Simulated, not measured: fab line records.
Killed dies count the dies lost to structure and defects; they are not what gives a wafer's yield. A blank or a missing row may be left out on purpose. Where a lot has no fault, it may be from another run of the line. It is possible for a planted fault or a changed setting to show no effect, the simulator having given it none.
Problem report, 8D (eight disciplines) form, completed by code / flow nandHarc / the parts of the form that need people (team, actions taken, sign-off) are left out

## 1. PROBLEM STATEMENT
Wafers without a fault read 999 nm, standard deviation 11; thkNm at NHARC_A_ONON_D2_THK_MEAS_05 reads a mean of 1750 nm on 2 wafers belonging to 2 lots. That is +68 standard deviations from the usual mean.
The step: measures by ellipsometry.
First observed at day 13 15:39: wafer L123.4, on filmMetro-01. Wafers with a number at this step in the record: 38, from 13 lots. Rule for "out" (also "out of limits"): further than 4 standard deviations from the usual mean. All remaining wafers that have a number are taken as sound.

## 2. WHAT THIS IS AND IS NOT
question=which readings at this step | is=thkNm | is not=-
question=which lots | is=L123, L127 | is not=L120, L121, L132, L134, L135, L136, L137, L139, L140, L141, L142
question=which wafers of those lots | is=L123.4, L127.3 | is not=L123.6, L127.1, L127.6
question=read on which gauges | is=filmMetro-01, filmMetro-02 | is not=-
question=when | is=from day 13 15:39 | is not=up to then (7 sound wafers); but 29 sound wafers of L127, L132, L134, L135, L136, L137, L139, L140, L141, L142 came after

## 3. THE SUSPECTS, EACH WITH WHAT RULES IT OUT
Counting: any tool at a process step up to the reading remains a suspect provided it ran every lot that is out. Sound lots after the first of them don't rule it out here, since some wafers of a struck lot are sound.
- the gauge at NHARC_A_ONON_D2_THK_MEAS_05 has been ruled out. 2 gauges (filmMetro-01, filmMetro-02) read the wafers that are out.
- pecvdOnon-04 at NHARC_A_ONON_D2_DEP_03 (target thk 1000 nm): kept. It ran every lot that is out, first L123 (day 13 15:19); its last sound lot up to then is L120 (day 12 16:24).
The count leaves pecvdOnon-04 at NHARC_A_ONON_D2_DEP_03.

## 4. THE CAUSE (what the simulator had put in)
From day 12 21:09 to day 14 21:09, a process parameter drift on pecvdOnon-04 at NHARC_A_ONON_D2_DEP_03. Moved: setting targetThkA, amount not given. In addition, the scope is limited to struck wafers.
Only this tool survived the counting.

## 5. THE CHAIN OF EFFECTS, in route order
Rows list readings where the struck wafers' mean (over those with a number) sits beyond 3 standard deviations from the usual. Readings are gone through only where the record gives a usual standard deviation; hours: the median, over the lots, of the time from a lot's start at the first step in this table giving one to that lot's start at this step; sigmas: the change measured in usual standard deviations.
hours=0; step=NHARC_A_ONON_D2_THK_MEAS_05; reading=thkNm; usual=999 nm; on struck wafers=1750; change=+752; sigmas=+68
hours=286; step=NHARC_END_SORT_01; reading=killedAtArray; usual=55; on struck wafers=674; change=+620; sigmas=+31
hours=286; step=NHARC_END_SORT_01; reading=killedDies; usual=60; on struck wafers=677; change=+617; sigmas=+31

## 6. HOW IT WOULD HAVE BEEN CAUGHT EARLIER
The first out-of-limits reading at a measuring or inspecting step in this record came at day 13 15:39, 18 hours after the fault's start at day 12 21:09.
Lots out: 2; of these, L127 started NHARC_A_ONON_D2_DEP_03 on pecvdOnon-04 after day 13 15:39. Had the tool been put on hold then, it would have been spared.
